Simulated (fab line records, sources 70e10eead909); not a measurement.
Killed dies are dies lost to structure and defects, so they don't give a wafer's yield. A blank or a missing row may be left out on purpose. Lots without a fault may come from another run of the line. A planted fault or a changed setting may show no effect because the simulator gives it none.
Which tool did it? | flow nand_harc | 13 lots, 39 wafers sampled, at 6 steps of a route of 1302

WHAT THE GAUGES READ, wafer by wafer
NHARC_A_BONDPAD_CD_MEAS_13. Usual: cd_nm 499.7 nm, standard deviation 1.8.
lot  | measured     | on        | cd_nm (nm)        | flag
L170 | day 23 00:08 | cd_sem-01 | 501.8 500.9 499.2 |
L172 | day 23 17:11 | cd_sem-03 | 500.3 500.6 499.0 |
L177 | day 26 05:08 | cd_sem-01 | 504.6 502.4 501.3 |
L171 | day 26 09:00 | cd_sem-03 | 500.0 497.3 496.0 |
L180 | day 27 00:32 | cd_sem-03 | 497.2 496.6 499.5 |
L185 | day 29 04:56 | cd_sem-03 | 502.2 497.3 497.4 |
L184 | day 29 14:43 | cd_sem-01 | 497.9 500.8 499.5 |
L188 | day 29 16:32 | cd_sem-02 | 500.3 500.6 495.5 |
L187 | day 29 20:19 | cd_sem-03 | 501.8 498.9 498.8 |
L189 | day 30 17:19 | cd_sem-03 | 498.3 499.5 500.1 |
L192 | day 32 04:31 | cd_sem-02 | 499.1 499.1 497.7 |
L190 | day 32 08:41 | cd_sem-02 | 500.4 500.0 497.5 |
L193 | day 32 12:17 | cd_sem-02 | 497.3 498.7 499.8 |

NHARC_A_BONDPAD_THK_MEAS_20: measures by xrf. Usual: thk_nm 170.3 nm, standard deviation 1.4.
lot  | measured     | on            | thk_nm (nm)       | flag
L170 | day 23 02:10 | film_metro-01 | 170.9 172.1 170.6 |
L172 | day 23 19:18 | film_metro-02 | 169.5 170.2 172.5 |
L177 | day 26 07:09 | film_metro-02 | 168.3 167.6 168.8 |
L171 | day 26 11:04 | film_metro-02 | 171.6 172.3 169.5 |
L180 | day 27 02:36 | film_metro-02 | 170.8 172.6 171.1 |
L185 | day 29 06:58 | film_metro-01 | 30.9 31.1 27.2    | OFF
L184 | day 29 16:44 | film_metro-02 | 30.8 28.8 31.3    | OFF
L188 | day 29 18:34 | film_metro-01 | 169.7 170.8 168.4 |
L187 | day 29 22:52 | film_metro-02 | 170.5 169.2 170.5 |
L189 | day 30 19:20 | film_metro-02 | 173.5 170.2 170.1 |
L192 | day 32 06:33 | film_metro-02 | 169.1 169.5 170.3 |
L190 | day 32 10:46 | film_metro-02 | 170.8 169.7 170.4 |
L193 | day 32 14:19 | film_metro-02 | 170.0 170.9 170.5 |

NHARC_END_SORT_01. Usual: defect_limited_yield 91 %, standard deviation 3.2; killed_at_array 55, standard deviation 22; killed_at_other 1.1, standard deviation 1.4; killed_at_periphery 4, standard deviation 3.2; killed_dies 59, standard deviation 22; killed_open 3.3, standard deviation 1.8; killed_short 2.5, standard deviation 1.5.
lot  | measured     | on        | defect_limited_yield (%) | killed_at_array | killed_at_other | killed_at_periphery | killed_dies | killed_open | killed_short | flag
L185 | day 30 16:48 | prober-02 | 0 0 0                    | 669 674 675     | 0 0 0           | 8 3 2               | 677 677 677 | 4 4 4       | 4 4 4        | OFF
L184 | day 30 20:51 | prober-01 | 0 0 0                    | 674 675 673     | 1 1 1           | 2 1 3               | 677 677 677 | 4 5 4       | 3 1 2        | OFF

WHICH TOOL RAN EACH LOT (tool, then ch and the chambers of the sampled wafers, then the start)
lot  | NHARC_A_BONDPAD_CMP_29        | NHARC_A_BONDPAD_ECD_18         | NHARC_HYBRID_BOND_ACTIVATE_00
L170 | cmp-02 ch 0,2,3, day 22 22:52 | ecd_cu-01 ch 0,1, day 23 01:07 | rie_diel-05 ch 2,3, day 23 02:28
L172 | cmp-02 ch 0,2, day 23 15:52   | ecd_cu-02 ch 0,1, day 23 18:10 | rie_diel-09 ch 1,2, day 23 19:34
L177 | cmp-02 ch 0,2, day 26 03:55   | ecd_cu-02 ch 0,1, day 26 06:07 | rie_diel-09 ch 0,2, day 26 07:25
L171 | cmp-03 ch 0,1,2, day 26 07:49 | ecd_cu-02 ch 0,1, day 26 09:59 | rie_diel-06 ch 1,2,3, day 26 11:20
L180 | cmp-03 ch 1,3, day 26 23:19   | ecd_cu-02 ch 0,1, day 27 01:33 | rie_diel-05 ch 0,2, day 27 02:52
L185 | cmp-03 ch 0,1, day 29 03:35   | ecd_cu-01 ch 1, day 29 05:58   | -
L184 | cmp-04 ch 0,3, day 29 13:24   | ecd_cu-01 ch 0,1, day 29 15:45 | -
L188 | cmp-03 ch 0,2,3, day 29 15:19 | ecd_cu-02 ch 0,1, day 29 17:34 | rie_diel-09 ch 1,2,3, day 29 18:52
L187 | cmp-03 ch 0,2,3, day 29 18:59 | ecd_cu-02 ch 0,1, day 29 21:51 | rie_diel-05 ch 0,1,2, day 29 23:09
L189 | cmp-02 ch 1,2, day 30 15:59   | ecd_cu-02 ch 0,1, day 30 18:27 | rie_diel-09 ch 2,3, day 30 19:37
L192 | cmp-02 ch 0,1,3, day 32 03:17 | ecd_cu-02 ch 0, day 32 05:30   | rie_diel-09 ch 0,3, day 32 06:49
L190 | cmp-03 ch 1,2,3, day 32 07:28 | ecd_cu-02 ch 0, day 32 09:40   | rie_diel-06 ch 0,2, day 32 11:03
L193 | cmp-02 ch 0,1,2, day 32 10:58 | ecd_cu-01 ch 0,1, day 32 13:19 | rie_diel-06 ch 1,3, day 32 14:35
- NHARC_A_BONDPAD_CMP_29: polishes SiCN, target thk 200 nm.
- NHARC_A_BONDPAD_ECD_18: material Cu, target thk 400 nm.
- NHARC_HYBRID_BOND_ACTIVATE_00: chemistry N2, time 60 s.

WHAT THE TOOLS THEMSELVES READ (means of the sampled wafers that have a number; where no wafer has one, the mark that the record gives instead)
NHARC_A_BONDPAD_CMP_29. Usual: motor_current_A 11.8 A, standard deviation 1.2.
lot  | tool   | motor_current_A (A) | flag
L170 | cmp-02 | 11.5                |
L172 | cmp-02 | 11.8                |
L177 | cmp-02 | 12.6                |
L171 | cmp-03 | 11.8                |
L180 | cmp-03 | 11.6                |
L185 | cmp-03 | 12.4                |
L184 | cmp-04 | 12.6                |
L188 | cmp-03 | 11.7                |
L187 | cmp-03 | 11.6                |
L189 | cmp-02 | 13.1                |
L192 | cmp-02 | 11.5                |
L190 | cmp-03 | 11.2                |
L193 | cmp-02 | 12.2                |

NHARC_A_BONDPAD_ECD_18. Usual: bath_heat_duty_pct 5.9 %, standard deviation 0.58; bath_temp_c 25.00 C, standard deviation 0.11.
lot  | tool      | bath_heat_duty_pct (%) | bath_temp_c (C) | flag
L170 | ecd_cu-01 | 5.5                    | 25.13           |
L172 | ecd_cu-02 | 6.0                    | 24.99           |
L177 | ecd_cu-02 | 6.2                    | 24.99           |
L171 | ecd_cu-02 | 5.3                    | 25.06           |
L180 | ecd_cu-02 | 6.4                    | 25.06           |
L185 | ecd_cu-01 | -                      | -               | OFF
L184 | ecd_cu-01 | -                      | -               | OFF
L188 | ecd_cu-02 | 5.4                    | 24.89           |
L187 | ecd_cu-02 | 6.0                    | 24.90           |
L189 | ecd_cu-02 | 5.9                    | 25.04           |
L192 | ecd_cu-02 | 6.0                    | 24.95           |
L190 | ecd_cu-02 | 5.8                    | 25.11           |
L193 | ecd_cu-01 | 6.5                    | 24.94           |

NHARC_HYBRID_BOND_ACTIVATE_00. Usual: drypump_motor_current_A 5.7 A, standard deviation 0.45; oes_product_au 0.997 a.u., standard deviation 0.0089; rf_vpp_V 64.2 V, standard deviation 0.85; showerhead_plenum_p_Torr 1.80 Torr, standard deviation 0.081.
lot  | tool        | drypump_motor_current_A (A) | oes_product_au (a.u.) | rf_vpp_V (V) | showerhead_plenum_p_Torr (Torr) | flag
L170 | rie_diel-05 | 6.1                         | 1.001                 | 63.3         | 1.79                            |
L172 | rie_diel-09 | 5.8                         | 0.992                 | 64.0         | 1.71                            |
L177 | rie_diel-09 | 5.8                         | 0.996                 | 63.7         | 1.80                            |
L171 | rie_diel-06 | 5.2                         | 0.998                 | 64.5         | 1.74                            |
L180 | rie_diel-05 | 6.0                         | 0.994                 | 64.2         | 1.73                            |
L188 | rie_diel-09 | 6.1                         | 0.989                 | 65.1         | 1.88                            |
L187 | rie_diel-05 | 5.7                         | 1.009                 | 65.1         | 1.78                            |
L189 | rie_diel-09 | 5.8                         | 0.993                 | 64.9         | 1.90                            |
L192 | rie_diel-09 | 6.1                         | 1.004                 | 63.8         | 1.86                            |
L190 | rie_diel-06 | 5.2                         | 1.007                 | 63.6         | 1.67                            |
L193 | rie_diel-06 | 5.3                         | 0.997                 | 64.5         | 1.88                            |

THE ANSWER, worked out from the rows above alone
Rule: a lot is off if the mean of its wafers that have a number lies more than 3 standard deviations from the usual mean. A lot without any number at a reading at which 4 lots or more have one is off too. The other lots that the step has rows for count as sound. The gauges are gone through in route order, then the tools' own readings, and for those a lot's mean is taken as printed above. The first step at which some lot is off is used, and at that step the reading that is off furthest; a lot without a number counts as furthest.
Off: L185, L184, at NHARC_A_BONDPAD_THK_MEAS_20 (thk_nm).
A tool fits if, at a process step before that reading, it ran every lot that is off, and no sound lot after the first of them. The gauges at NHARC_A_BONDPAD_THK_MEAS_20 aren't tried: what is off there is off at NHARC_END_SORT_01 too, on other tools, and a gauge's error can't cause that. None of those tried fits.

WHAT THE SIMULATOR HAD PUT IN
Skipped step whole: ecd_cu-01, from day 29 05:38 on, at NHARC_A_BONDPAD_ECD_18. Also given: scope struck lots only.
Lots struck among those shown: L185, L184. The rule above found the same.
